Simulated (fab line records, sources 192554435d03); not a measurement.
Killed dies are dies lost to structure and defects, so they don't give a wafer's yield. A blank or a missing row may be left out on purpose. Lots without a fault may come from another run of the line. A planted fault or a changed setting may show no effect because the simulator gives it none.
fab line records | flow n5_finfet
record lots=10 wafers=29 last_day=17
route steps=1938 shown DUMMY_GATE@231 BEOL_M4@1111 PASSIVATION@1936
lots that met no fault: from a run of the same line without faults
start_h: hours from the record's first day to the start of the lot's first wafer shown | wait_h: hours since the lot's step before | " the same as in the row above | L1.1+2: a row that stands for several wafers | - no value, or no start given | * or withheld: withheld | < > ~ a bound
route shown NAME@n: a module of which the file shows steps, and the number in the route of the first | usual: mean/standard deviation of fault-free wafers | same: alike in all rows | chamber/n: place in a boat | sites: the reading at each site | _std_site: their standard deviation | _edge_site: outer sites' mean less inner sites' | radius_mm: how far each site lies from the wafer's centre | mask NAME#n: copy n | behind: the tool/chamber that last shaped the wafer | hold: why the lot was held/for how many hours/how that ended | device: the transistor (n, p or np) that didn't switch | end of line: the same wafers' tests at the end of the route | a step without rows: its recipe alone | killed: dies lost to structure and defects at the first sort, not the wafer's yield | map: a wafer's dies, x killed, . not, _ none there
set.NAME: the setting as run; set.NAME@STEP: as run at that earlier step | model.NAME: the simulator's own value behind a step, which no gauge read
steps of the route over a sample of lots; a table a step, a row a wafer
services: from which hour (start_h, from the record's first day; less than 0 if before it) a tool's chamber was out of use, for how many hours, and why
## steps
# step N5_DUMMY_GATE_CD_MEAS_15
# recipe target_cd_nm=25.8 landing_energy_ev=500 detector=se_inlens
# usual cd_nm=24.91/0.25
# columns lot.wafer tool chamber start_h wait_h cd_nm
L489.1 cd_sem-01 0 71.48 - 24.69
L489.4 " 0 " " 24.96
L489.6 " 0 " " 24.33
L491.1 cd_sem-03 0 82.22 - 24.65
L491.5 " 0 " " 24.87
L491.6 " 0 " " 24.84
L493.1 cd_sem-02 0 94.97 - 24.87
L493.3 " 0 " " 24.76
L496.1 cd_sem-01 0 115.57 - 24.77
L496.2 " 0 " " 24.82
L496.6 " 0 " " 24.93
L497.1 cd_sem-01 0 122.30 - 24.91
L497.3 " 0 " " 24.26
L497.5 " 0 " " 24.81
L502.1 cd_sem-02 0 147.82 - 24.79
L502.2 " 0 " " 24.84
L502.6 " 0 " " 24.60
L505.2 cd_sem-03 0 167.99 - 25.01
L505.3 " 0 " " 24.72
L505.5 " 0 " " 25.03
L506.1 cd_sem-02 0 173.22 - 24.63
L506.3 " 0 " " 25.00
L506.6 " 0 " " 24.63
L507.2 cd_sem-03 0 179.76 - 24.63
L507.3 " 0 " " 25.08
L507.6 " 0 " " 24.63
L508.1 cd_sem-03 0 182.95 - 25.37
L508.3 " 0 " " 25.11
L508.6 " 0 " " 25.09
# step N5_DUMMY_GATE_CD_MEAS_50
# recipe target_cd_nm=14
# usual cd_nm=13.8/0.5
# columns lot.wafer tool chamber start_h wait_h cd_nm
L489.1 cd_sem-03 - 72.01 0.0 13.9
L489.4 " - " " 13.7
L489.6 " - " " 13.0
L491.1 cd_sem-01 - 82.86 0.0 13.9
L491.5 " - " " 12.8
L491.6 " - " " 14.6
L493.1 cd_sem-01 - 95.48 0.0 14.1
L493.3 " - " " 13.0
L496.1 cd_sem-03 - 116.55 0.0 14.0
L496.2 " - " " 13.9
L496.6 " - " " 13.6
L497.1 cd_sem-01 - 122.80 0.0 13.5
L497.3 " - " " 13.5
L497.5 " - " " 14.5
L502.1 cd_sem-03 - 148.33 0.0 13.2
L502.2 " - " " 14.0
L502.6 " - " " 13.3
L505.2 cd_sem-01 - 168.50 0.0 14.4
L505.3 " - " " 13.4
L505.5 " - " " 12.9
L506.1 cd_sem-03 - 173.72 0.0 13.3
L506.3 " - " " 15.2
L506.6 " - " " 13.4
L507.2 cd_sem-02 - 180.26 0.0 13.6
L507.3 " - " " 13.9
L507.6 " - " " 13.4
L508.1 cd_sem-02 - 183.52 0.0 14.1
L508.3 " - " " 13.3
L508.6 " - " " 13.6
# step N5_DUMMY_GATE_ETCH_23
# recipe chemistry=HBr/Cl2/O2 HBr_flow_sccm=150 Cl2_flow_sccm=80 O2_flow_sccm=12 bias_w=102 target_depth_a=410 time_s=22.3 target=poly-Si mask_material=SiO2 pressure_mtorr=10 icp_w=800
# usual drypump_motor_current_A=6.0/0.47 he_backside_leak_sccm=2.8/0.36 mfc_cl2_sccm=79.98/0.2 oes_product_au=1.012/0.014 throttle_valve_pct=37.5/0.49
# columns lot.wafer tool chamber start_h wait_h drypump_motor_current_A he_backside_leak_sccm mfc_cl2_sccm oes_product_au rf_hours_counter_h throttle_valve_pct
L489.1 rie_si-01 0 72.37 0.0 6.0 2.7 79.99 1.021 144 37.5
L489.4 " 3 " " 5.6 2.5 80.49 1.036 - 37.4
L489.6 " 1 " " 5.6 3.2 79.80 1.013 - 37.7
L491.1 rie_si-02 1 83.19 0.0 6.4 4.2 79.66 0.999 0 36.4
L491.5 " 0 " " 5.6 2.6 80.04 0.994 - 36.8
L491.6 " 3 " " 6.4 2.6 79.64 1.004 - 37.8
L493.1 rie_si-02 3 95.81 0.0 6.4 2.4 79.72 0.998 37 37.8
L493.3 " 1 " " 6.3 2.2 79.71 1.001 0 36.4
L496.1 rie_si-02 1 116.88 0.0 6.3 3.8 80.18 0.845 1 36.4
L496.2 " 0 " " 5.5 2.8 80.09 0.851 10 36.8
L496.6 " 1 " " 6.3 2.4 79.84 0.988 - 36.4
L497.1 rie_si-02 1 123.13 0.0 6.3 2.4 79.84 0.845 1 36.4
L497.3 " 0 " " 5.5 2.6 79.85 0.999 10 36.8
L497.5 " 3 " " 6.4 2.4 80.19 1.007 - 37.8
L502.1 rie_si-06 2 148.78 0.0 5.8 3.3 80.18 0.976 184 37.6
L502.2 " 3 " " 5.3 2.9 79.94 1.008 19 37.2
L502.6 " 0 " " 6.6 2.5 79.79 1.027 - 38.2
L505.2 rie_si-06 3 168.82 0.0 5.3 3.0 80.04 1.000 19 37.3
L505.3 " 0 " " 6.6 2.4 79.65 1.015 116 38.2
L505.5 " 0 " " 6.6 2.3 79.96 1.025 - 38.2
L506.1 rie_si-06 3 174.38 0.0 5.3 3.1 80.03 1.016 19 37.2
L506.3 " 0 " " 6.6 2.4 80.08 1.021 116 38.2
L506.6 " 1 " " 6.7 2.5 80.31 1.014 - 38.0
L507.2 rie_si-01 1 180.59 0.0 5.6 3.2 79.72 1.016 160 37.7
L507.3 " 2 " " 5.9 2.6 80.13 1.025 164 36.7
L507.6 " 1 " " 5.6 3.0 79.91 1.019 - 37.7
L508.1 rie_si-01 1 183.85 0.0 5.6 3.0 79.93 1.014 160 37.7
L508.3 " 0 " " 6.0 2.5 80.14 1.023 146 37.5
L508.6 " 1 " " 5.6 2.9 79.92 1.020 - 37.7
# step N5_DUMMY_GATE_ETCH_42
# recipe chemistry=CHF3/O2 target=SiO2 target_depth_a=35 time_s=31 ion_energy_ev=30 bias_w=12 pressure_mtorr=30 source_w=600 Ar_flow_sccm=200 CHF3_flow_sccm=50 O2_flow_sccm=5
# usual drypump_motor_current_A=5.8/0.36 oes_product_au=0.76/0.055 rf_vpp_V=42.6/1.2 showerhead_plenum_p_Torr=2.39/0.08 throttle_valve_pct=18.86/0.25
# columns lot.wafer tool chamber start_h wait_h drypump_motor_current_A oes_product_au rf_hours_counter_h rf_vpp_V showerhead_plenum_p_Torr throttle_valve_pct
L489.1 rie_diel-03 0 72.58 0.0 5.7 0.75 152 43.1 2.48 18.70
L489.4 " 3 " " 5.7 0.76 158 39.3 2.31 18.76
L489.6 " 1 " " 6.2 0.78 - 42.7 2.51 19.06
L491.1 rie_diel-02 3 83.59 0.2 5.3 0.84 57 42.8 2.44 18.35
L491.5 " 2 " " 5.2 0.72 - 41.9 2.39 18.87
L491.6 " 0 " " 6.2 0.76 - 39.6 2.43 19.25
L493.1 rie_diel-02 2 96.03 0.0 5.1 0.72 169 43.8 2.39 18.88
L493.3 " 3 " " 5.4 0.84 62 43.3 2.44 18.35
L496.1 rie_diel-03 3 117.15 0.1 5.7 0.76 172 40.1 2.30 18.78
L496.2 " 0 " " 5.7 0.74 166 43.9 2.48 18.72
L496.6 " 3 " " 5.8 0.75 - 41.2 2.30 18.78
L497.1 rie_diel-03 3 123.45 0.1 5.7 0.76 174 41.9 2.30 18.80
L497.3 " 0 " " 5.7 0.72 168 42.4 2.47 18.71
L497.5 " 1 " " 6.2 0.77 - 42.3 2.50 19.09
L502.1 rie_diel-02 1 148.99 0.0 5.8 0.96 13 44.0 2.37 18.58
L502.2 " 3 " " 5.4 0.82 80 43.8 2.43 18.39
L502.6 " 3 " " 5.3 0.81 - 42.6 2.43 18.39
L505.2 rie_diel-01 3 169.29 0.3 5.4 0.72 167 42.1 2.41 18.89
L505.3 " 1 " " 5.5 0.74 184 40.8 2.44 19.17
L505.5 " 1 " " 5.5 0.74 - 42.6 2.44 19.16
L506.1 rie_diel-02 2 174.59 0.0 5.2 0.70 195 43.1 2.38 18.92
L506.3 " 3 " " 5.4 0.81 87 42.3 2.43 18.40
L506.6 " 2 " " 5.2 0.71 - 43.6 2.38 18.93
L507.2 rie_diel-02 3 180.80 0.0 5.3 0.80 89 43.5 2.43 18.40
L507.3 " 2 " " 5.2 0.70 197 43.4 2.37 18.91
L507.6 " 0 " " 6.3 0.73 - 40.9 2.42 19.31
L508.1 rie_diel-01 0 184.07 0.0 5.7 0.69 239 43.4 2.37 18.71
L508.3 " 1 " " 5.5 0.73 188 41.4 2.43 19.17
L508.6 " 2 " " 6.2 0.76 - 43.0 2.29 18.64
# step N5_BEOL_M4_RC_MEAS_101
# usual DIBL_N=37.5/2 DIBL_P=37.5/2.5 IOFF_N=0.18/0.042 IOFF_P=0.24/0.046 ION_N=677/15 ION_P=464/9.5 SS_N=72.0/0.76 SS_P=73.6/0.79 VT_N=249/3.5 VT_P=-249/3.2
# columns lot.wafer tool chamber start_h wait_h DIBL_N[mV/V] DIBL_P[mV/V] IOFF_N[nA/um] IOFF_P[nA/um] ION_N[uA/um] ION_P[uA/um] SS_N[mV/dec] SS_P[mV/dec] VT_N[mV] VT_P[mV]
L489.1 prober-02 0 182.55 0.0 36.5 34.2 0.13 0.21 670 468 71.2 73.3 254 -247
L489.4 " 0 " " 37.0 36.7 0.15 0.26 658 464 71.2 73.5 250 -248
L489.6 " 0 " " 39.3 37.7 0.18 0.26 680 470 72.3 73.6 247 -245
L491.1 prober-02 0 202.69 0.0 37.3 36.9 0.17 0.24 678 469 71.4 74.0 249 -249
L491.5 " 0 " " 39.1 38.0 0.20 0.26 684 472 72.7 74.2 248 -247
L491.6 " 0 " " 34.8 35.0 0.13 0.23 650 454 71.0 74.0 250 -248
L493.1 prober-02 0 216.10 0.0 34.7 33.6 0.12 0.16 657 454 70.5 71.5 257 -252
L493.3 " 0 " " 42.7 45.1 0.30 0.38 694 473 73.4 75.7 243 -241
L496.1 prober-01 0 228.21 0.0 37.0 40.2 0.19 0.26 658 446 71.9 74.2 250 -252
L496.2 " 0 " " 36.9 37.8 0.18 0.20 664 449 73.0 72.5 248 -252
L496.6 " 0 " " 36.0 37.7 0.15 0.20 654 446 72.2 72.6 254 -255
L497.1 prober-01 0 244.47 0.0 37.5 36.6 0.15 0.21 672 463 70.9 73.1 251 -249
L497.3 " 0 " " 38.5 37.8 0.16 0.22 670 461 72.0 74.2 251 -251
L497.5 " 0 " " 36.7 34.8 0.16 0.19 681 464 71.4 73.0 250 -248
L502.1 prober-01 0 266.78 0.0 37.0 37.8 0.19 0.24 702 482 72.2 73.1 250 -248
L502.2 " 0 " " 34.2 33.9 0.13 0.19 650 451 71.8 72.7 252 -251
L502.6 " 0 " " 37.5 38.3 0.19 0.25 671 465 72.0 74.7 248 -247
L505.2 prober-01 0 290.64 0.2 34.4 32.8 0.13 0.20 667 465 71.4 72.4 251 -249
L505.3 " 0 " " 42.0 42.2 0.33 0.38 704 485 73.0 74.2 238 -242
L505.5 " 0 " " 38.8 37.2 0.20 0.25 686 470 72.1 74.1 248 -247
L506.1 prober-02 0 294.48 0.0 39.4 38.3 0.23 0.24 708 470 72.3 74.6 244 -249
L506.3 " 0 " " 37.3 34.9 0.18 0.19 685 465 71.6 72.8 248 -250
L506.6 " 0 " " 37.4 36.5 0.18 0.20 693 467 72.1 73.8 247 -251
L507.2 prober-01 0 305.41 0.2 39.4 39.4 0.22 0.25 683 457 72.8 74.8 244 -249
L507.3 " 0 " " 34.4 34.4 0.12 0.18 672 465 71.4 73.1 251 -254
L507.6 " 0 " " 39.7 40.4 0.23 0.28 697 474 72.3 74.5 241 -249
L508.1 prober-02 0 307.06 0.0 37.1 36.8 0.19 0.20 668 454 72.8 73.0 248 -253
L508.3 " 0 " " 35.2 35.5 0.13 0.18 659 452 71.5 73.1 251 -253
L508.6 " 0 " " 38.5 38.6 0.20 0.23 673 457 72.3 74.2 248 -249
# step N5_PASSIVATION_PROBE_49
# usual defect_limited_yield=91.8/1.5 killed_at_M0_to_M3=33/11 killed_at_M4_up=13/5 killed_at_contacts=11/5.6 killed_at_front_end=36/12 killed_at_other=3.4/2.5 killed_dies=97/18 killed_open=64/13 killed_short=31/6.9 sort_bin_4_leakage=0.01/0.048 sort_bin_5_function=4.8/1 sort_bin_6_memory=3.1/0.64 sort_n_pass=1083/18 sort_yield_pct=91.8/1.5
# same gross_dies=1180 killed_at_back_side=0 sort_bin_8_speed[%]=0
# columns lot.wafer tool chamber start_h wait_h defect_limited_yield[%] killed_at_M0_to_M3 killed_at_M4_up killed_at_contacts killed_at_front_end killed_at_other killed_dies killed_open killed_short sort_bin_4_leakage[%] sort_bin_5_function[%] sort_bin_6_memory[%] sort_n_pass sort_yield_pct[%]
L489.1 prober-01 - 289.89 0.0 91.7 37 2 10 46 3 98 68 30 0 4.0 4.1 1082 91.7
L489.4 prober-01 - 290.04 0.2 91.8 27 10 13 45 2 97 62 34 0 5.1 2.8 1083 91.8
L489.6 prober-01 - 290.14 0.3 93.5 24 5 13 33 2 77 50 26 0 4.0 2.5 1103 93.5
L491.1 prober-02 - 300.55 0.0 92.6 16 19 11 36 5 87 59 26 0 4.7 2.5 1093 92.6
L491.5 prober-02 - 300.75 0.2 92.1 22 19 19 28 5 93 72 21 0 5.2 2.5 1087 92.1
L491.6 prober-02 - 300.80 0.3 91.9 25 12 12 41 5 95 63 30 0 5.3 2.7 1085 91.9
L493.1 prober-01 - 327.44 0.0 93.6 20 7 11 32 6 76 49 26 0 3.1 3.1 1104 93.6
L493.3 prober-01 - 327.54 0.1 92.5 24 12 16 35 1 88 59 28 0.17 4.1 3.2 1090 92.4
L496.1 prober-01 - 327.74 0.3 93.8 19 6 21 21 6 73 52 21 0 3.6 2.5 1107 93.8
L496.6 prober-01 - 327.99 0.6 90.3 38 13 9 46 8 114 77 34 0 6.0 3.2 1066 90.3
L497.1 prober-01 - 349.03 0.0 92.5 27 7 13 38 3 88 55 32 0 4.3 2.9 1092 92.5
L497.3 prober-01 - 349.13 0.1 91.3 20 13 20 34 16 103 61 26 0 5.4 3.1 1077 91.3
L497.5 prober-01 - 349.23 0.2 93.1 23 17 14 27 1 82 53 25 0 3.6 2.9 1098 93.1
L502.1 prober-02 - 370.08 0.0 90.5 39 12 14 41 6 112 77 30 0 5.9 3.1 1068 90.5
L502.2 prober-02 - 370.13 0.1 91.3 44 15 19 22 3 103 66 34 0 4.8 3.4 1077 91.3
L502.6 prober-02 - 370.33 0.3 92.0 47 10 8 26 3 94 68 25 0 5.2 2.4 1086 92.0
L506.1 prober-01 - 393.27 0.0 90.1 35 15 24 42 1 117 77 39 0 6.3 3.3 1063 90.1
L506.3 prober-01 - 393.37 0.1 89.9 38 18 21 38 4 119 83 35 0 6.2 3.6 1061 89.9
L506.6 prober-01 - 393.52 0.3 92.2 23 10 18 40 1 92 55 37 0 4.3 3.4 1088 92.2
L505.2 prober-02 - 393.83 0.1 93.6 17 4 7 46 1 75 48 26 0 3.6 2.4 1105 93.6
L505.3 prober-02 - 393.88 0.1 91.0 41 16 9 39 1 106 73 31 0.51 5.0 3.7 1068 90.5
L505.5 prober-02 - 393.98 0.2 93.0 23 8 12 37 3 83 51 29 0 4.0 2.8 1097 93.0
L507.2 prober-02 - 409.43 0.1 93.3 36 4 10 29 0 79 51 28 0 4.1 2.5 1101 93.3
L507.3 prober-02 - 409.48 0.1 93.1 26 20 3 33 0 82 57 24 0 3.7 2.9 1098 93.1
L507.6 prober-02 - 409.63 0.3 90.9 38 17 13 39 0 107 80 27 0 5.2 3.9 1073 90.9
L508.1 prober-01 - 409.45 0.0 91.7 36 12 11 35 4 98 63 33 0 5.3 2.9 1082 91.7
L508.3 prober-01 - 409.55 0.1 89.6 48 14 3 52 6 123 85 38 0 6.0 4.2 1057 89.6
L508.6 prober-01 - 409.70 0.3 89.8 56 21 10 24 9 120 77 41 0 6.0 3.9 1060 89.8
# killed by level:class
L489.1 FIN_SAQP:geometric_particle:open=15 BEOL_M1:geometric_particle:open=10 FIN_SAQP:geometric_particle:short=8 MOL_CONTACT_COAG:geometric_particle:open=8 BEOL_M3:geometric_particle:open=8 STI_FIN_REVEAL:geometric_particle:open=5 BEOL_M0_SAQP:geometric_particle:open=5 BEOL_M0_SAQP:geometric_particle:short=5
L489.4 MOL_CONTACT_COAG:geometric_particle:open=13 FIN_SAQP:geometric_particle:open=10 GATE_CUT:geometric_particle:short=8 STI_FIN_REVEAL:geometric_particle:open=6 BEOL_M0_SAQP:geometric_particle:short=6 BEOL_M0_SAQP:geometric_particle:open=6 BEOL_M2:geometric_particle:open=6 STARTING-WAFER:geometric_particle:short=5
L489.6 MOL_CONTACT_COAG:geometric_particle:open=11 BEOL_M0_SAQP:geometric_particle:short=8 FIN_SAQP:geometric_particle:short=7 FIN_SAQP:geometric_particle:open=6 BEOL_M0_SAQP:geometric_particle:open=6 GATE_CUT:geometric_particle:open=5 BEOL_M3:geometric_particle:open=4 STI_FIN_REVEAL:geometric_particle:open=3
L491.1 STI_FIN_REVEAL:geometric_particle:open=10 FIN_SAQP:geometric_particle:open=7 MOL_CONTACT_COAG:geometric_particle:open=7 BEOL_M4:geometric_particle:open=7 BEOL_M0_SAQP:geometric_particle:open=6 DUMMY_GATE:geometric_particle:open=4 BEOL_M0_SAQP:geometric_particle:short=4 MOL_CONTACT_COAG:geometric_particle:short=4
L491.5 MOL_CONTACT_COAG:geometric_particle:open=16 STI_FIN_REVEAL:geometric_particle:open=9 BEOL_M0_SAQP:geometric_particle:short=8 BEOL_M4:geometric_particle:open=7 BEOL_M2:geometric_particle:open=6 FIN_SAQP:geometric_particle:open=5 BEOL_M0_SAQP:geometric_particle:open=4 BEOL_M5:geometric_particle:open=4
L491.6 STI_FIN_REVEAL:geometric_particle:open=12 MOL_CONTACT_COAG:geometric_particle:open=9 GATE_CUT:geometric_particle:short=7 BEOL_M0_SAQP:geometric_particle:open=7 DUMMY_GATE:geometric_particle:open=6 BEOL_M2:geometric_particle:open=6 FIN_SAQP:geometric_particle:open=4 BEOL_M0_SAQP:geometric_particle:short=4
L493.1 MOL_CONTACT_COAG:geometric_particle:open=10 FIN_SAQP:geometric_particle:short=8 FIN_SAQP:geometric_particle:open=7 BEOL_M3:geometric_particle:open=7 BEOL_M0_SAQP:geometric_particle:open=5 PASS1_CAP:geometric_particle:short=4 STARTING-WAFER:geometric_particle:short=4 STI_FIN_REVEAL:geometric_particle:open=3
L493.3 STI_FIN_REVEAL:geometric_particle:open=10 MOL_CONTACT_COAG:geometric_particle:open=10 FIN_SAQP:geometric_particle:open=8 BEOL_M4:geometric_particle:open=7 MOL_CONTACT_COAG:geometric_particle:short=6 GATE_CUT:geometric_particle:short=5 BEOL_M2:geometric_particle:open=5 BEOL_M0_SAQP:geometric_particle:short=4
L496.1 MOL_CONTACT_COAG:geometric_particle:open=18 STI_FIN_REVEAL:geometric_particle:open=12 BEOL_M0_SAQP:geometric_particle:short=6 BEOL_M1:geometric_particle:open=6 MOL_CONTACT_COAG:geometric_particle:short=3 BEOL_M0_SAQP:geometric_particle:open=3 STI_FIN_REVEAL:geometric_particle:short=2 ILD0:geometric_particle:short=2
L496.6 FIN_SAQP:geometric_particle:open=13 FIN_SAQP:geometric_particle:short=11 BEOL_M0_SAQP:geometric_particle:open=8 BEOL_M0:geometric_particle:open=7 BEOL_M1:geometric_particle:open=7 BEOL_M4:geometric_particle:open=7 STI_FIN_REVEAL:geometric_particle:open=6 BEOL_M0_SAQP:geometric_particle:short=6
L497.1 FIN_SAQP:geometric_particle:short=12 MOL_CONTACT_COAG:geometric_particle:open=11 BEOL_M1:geometric_particle:open=7 FIN_SAQP:geometric_particle:open=6 STI_FIN_REVEAL:geometric_particle:open=6 BEOL_M2:geometric_particle:open=6 DUMMY_GATE:geometric_particle:open=4 BEOL_M0_SAQP:geometric_particle:open=4
L497.3 MOL_CONTACT_COAG:geometric_particle:open=15 PASSIVATION:area_etch=15 FIN_SAQP:geometric_particle:open=8 STI_FIN_REVEAL:geometric_particle:open=5 MOL_CONTACT_COAG:geometric_particle:short=5 FIN_SAQP:geometric_particle:short=4 STI_FIN_REVEAL:geometric_particle:short=4 BEOL_M1:geometric_particle:open=4
L497.5 MOL_CONTACT_COAG:geometric_particle:open=11 BEOL_M2:geometric_particle:open=8 DUMMY_GATE:geometric_particle:open=6 BEOL_M0_SAQP:geometric_particle:short=5 BEOL_M4:geometric_particle:open=5 FIN_SAQP:geometric_particle:open=4 BEOL_M8:geometric_particle:open=4 FIN_SAQP:geometric_particle:short=3
L502.1 BEOL_M0_SAQP:geometric_particle:open=12 BEOL_M2:geometric_particle:open=12 MOL_CONTACT_COAG:geometric_particle:open=11 FIN_SAQP:geometric_particle:open=10 STI_FIN_REVEAL:geometric_particle:open=5 STARTING-WAFER:geometric_particle:short=5 BEOL_M0_SAQP:geometric_particle:short=5 BEOL_M1:geometric_particle:open=5
L502.2 MOL_CONTACT_COAG:geometric_particle:open=14 BEOL_M0_SAQP:geometric_particle:open=14 BEOL_M0_SAQP:geometric_particle:short=10 BEOL_M1:geometric_particle:open=8 BEOL_M2:geometric_particle:open=6 STI_FIN_REVEAL:geometric_particle:open=5 MOL_CONTACT_COAG:geometric_particle:short=5 STI_FIN_REVEAL:geometric_particle:short=4
L502.6 BEOL_M0_SAQP:geometric_particle:short=13 BEOL_M1:geometric_particle:open=10 BEOL_M2:geometric_particle:open=10 MOL_CONTACT_COAG:geometric_particle:open=8 STI_FIN_REVEAL:geometric_particle:open=7 BEOL_M0_SAQP:geometric_particle:open=5 BEOL_M3:geometric_particle:open=5 STARTING-WAFER:geometric_particle:open=5
L506.1 MOL_CONTACT_COAG:geometric_particle:open=21 BEOL_M0_SAQP:geometric_particle:short=9 GATE_CUT:geometric_particle:short=9 BEOL_M0_SAQP:geometric_particle:open=8 FIN_SAQP:geometric_particle:open=7 BEOL_M2:geometric_particle:open=7 FIN_SAQP:geometric_particle:short=6 BEOL_M1:geometric_particle:open=6
L506.3 MOL_CONTACT_COAG:geometric_particle:open=20 BEOL_M2:geometric_particle:open=9 GATE_CUT:geometric_particle:short=8 BEOL_M0_SAQP:geometric_particle:open=8 BEOL_M3:geometric_particle:open=7 BEOL_M5:geometric_particle:open=7 FIN_SAQP:geometric_particle:short=5 BEOL_M2:geometric_particle:short=5
L506.6 MOL_CONTACT_COAG:geometric_particle:open=13 FIN_SAQP:geometric_particle:open=12 FIN_SAQP:geometric_particle:short=10 BEOL_M0_SAQP:geometric_particle:short=8 BEOL_M0_SAQP:geometric_particle:open=6 MOL_CONTACT_COAG:geometric_particle:short=5 STI_FIN_REVEAL:geometric_particle:open=4 BEOL_M2:geometric_particle:open=4
L505.2 FIN_SAQP:geometric_particle:short=9 STI_FIN_REVEAL:geometric_particle:open=9 MOL_CONTACT_COAG:geometric_particle:open=6 STARTING-WAFER:geometric_particle:open=6 SPACER0:geometric_particle:open=4 BEOL_M1:geometric_particle:open=4 BEOL_M2:geometric_particle:open=4 DUMMY_GATE:geometric_particle:short=3
L505.3 STI_FIN_REVEAL:geometric_particle:open=16 BEOL_M1:geometric_particle:open=13 BEOL_M0_SAQP:geometric_particle:short=7 MOL_CONTACT_COAG:geometric_particle:open=7 BEOL_M5:geometric_particle:open=6 FIN_SAQP:geometric_particle:open=5 BEOL_M0_SAQP:geometric_particle:open=5 BEOL_M1:geometric_particle:short=5
L505.5 MOL_CONTACT_COAG:geometric_particle:open=11 STI_FIN_REVEAL:geometric_particle:open=10 BEOL_M1:geometric_particle:open=8 BEOL_M0_SAQP:geometric_particle:short=6 FIN_SAQP:geometric_particle:open=5 GATE_CUT:geometric_particle:short=5 STI_FIN_REVEAL:geometric_particle:short=4 BEOL_M2:geometric_particle:open=4
L507.2 MOL_CONTACT_COAG:geometric_particle:open=9 FIN_SAQP:geometric_particle:short=8 BEOL_M1:geometric_particle:open=7 BEOL_M0:geometric_particle:open=5 BEOL_M2:geometric_particle:open=5 BEOL_M3:geometric_particle:open=5 STI_FIN_REVEAL:geometric_particle:open=4 GATE_CUT:geometric_particle:short=4
L508.1 BEOL_M2:geometric_particle:open=11 STI_FIN_REVEAL:geometric_particle:open=10 MOL_CONTACT_COAG:geometric_particle:open=10 BEOL_M0_SAQP:geometric_particle:short=8 BEOL_M3:geometric_particle:open=7 STARTING-WAFER:geometric_particle:short=6 FIN_SAQP:geometric_particle:open=4 BEOL_M1:geometric_particle:open=4
L507.3 BEOL_M4:geometric_particle:open=11 STI_FIN_REVEAL:geometric_particle:open=8 BEOL_M2:geometric_particle:open=8 BEOL_M3:geometric_particle:short=5 STARTING-WAFER:geometric_particle:open=5 FIN_SAQP:geometric_particle:open=4 BEOL_M0_SAQP:geometric_particle:open=4 FIN_SAQP:geometric_particle:short=3
L508.3 FIN_SAQP:geometric_particle:open=23 BEOL_M1:geometric_particle:open=16 FIN_SAQP:geometric_particle:short=10 BEOL_M0_SAQP:geometric_particle:open=8 BEOL_M2:geometric_particle:open=8 BEOL_M0_SAQP:geometric_particle:short=6 DUMMY_GATE:geometric_particle:open=4 BEOL_M3:geometric_particle:open=4
L507.6 BEOL_M2:geometric_particle:open=11 BEOL_M4:geometric_particle:open=11 FIN_SAQP:geometric_particle:short=10 MOL_CONTACT_COAG:geometric_particle:open=10 DUMMY_GATE:geometric_particle:open=10 BEOL_M3:geometric_particle:open=7 STI_FIN_REVEAL:geometric_particle:open=6 BEOL_M1:geometric_particle:open=6
L508.6 BEOL_M2:geometric_particle:open=15 BEOL_M1:geometric_particle:open=10 BEOL_M0_SAQP:geometric_particle:open=10 BEOL_M3:geometric_particle:short=10 BEOL_M0_SAQP:geometric_particle:short=7 FIN_SAQP:geometric_particle:open=6 MOL_CONTACT_COAG:geometric_particle:open=6 BEOL_M4:geometric_particle:open=6
## services
# columns tool chamber start_h hours kind
rie_diel-01 2 53.35 6.5 repair
rie_si-02 - 53.90 4.3 repair
rie_si-06 0 54.70 11.8 repair
rie_si-02 1 58.64 - clean
rie_si-02 1 58.64 18.7 scheduled_down
rie_si-02 1 58.64 18.7 vent_cycle
rie_si-01 2 66.03 18.4 repair
rie_si-06 1 78.56 15.7 repair
rie_diel-02 1 78.97 - clean
rie_diel-02 1 78.97 - consumable_replace:focus_ring
rie_diel-02 1 78.97 27.7 scheduled_down
rie_diel-02 1 78.97 27.7 vent_cycle
rie_si-02 - 89.12 0.6 repair
rie_diel-01 2 96.68 7.6 repair
rie_si-01 - 124.96 15.6 pm
rie_diel-01 0 137.19 2.4 repair
rie_si-01 2 147.21 3.1 repair
rie_si-02 0 151.61 12.7 repair
rie_diel-01 3 176.74 8.3 repair
rie_diel-03 2 181.29 - clean
rie_diel-03 2 181.29 - consumable_replace:focus_ring
rie_diel-03 2 181.29 - consumable_replace:showerhead
## key
first_sign step=N5_DUMMY_GATE_ETCH_23 reading=oes_product_au direction=down sigmas=12 usual=1.012 struck=0.847
effect none on later readings
met_at N5_DUMMY_GATE_ETCH_23
struck_lots L496,L497
struck_wafers L496.1,L496.2,L497.1
baseline_loss step=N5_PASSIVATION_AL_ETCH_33 wafers=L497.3
not_acting_at N5_DUMMY_GATE_CD_MEAS_15,N5_DUMMY_GATE_CD_MEAS_50,N5_DUMMY_GATE_ETCH_42
onset_between 95.81 116.88
fault kind=process_parameter_drift tool=rie_si-02 chamber=- onset_h=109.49 steps=N5_DUMMY_GATE_ETCH_23 channel=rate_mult offset=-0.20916 shape=step end_h=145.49 scope=struck_wafers_only
# baseline_loss: these wafers lose ten dies or more at that step, a loss of the line's own and not of a fault; the sort's usual values leave them out
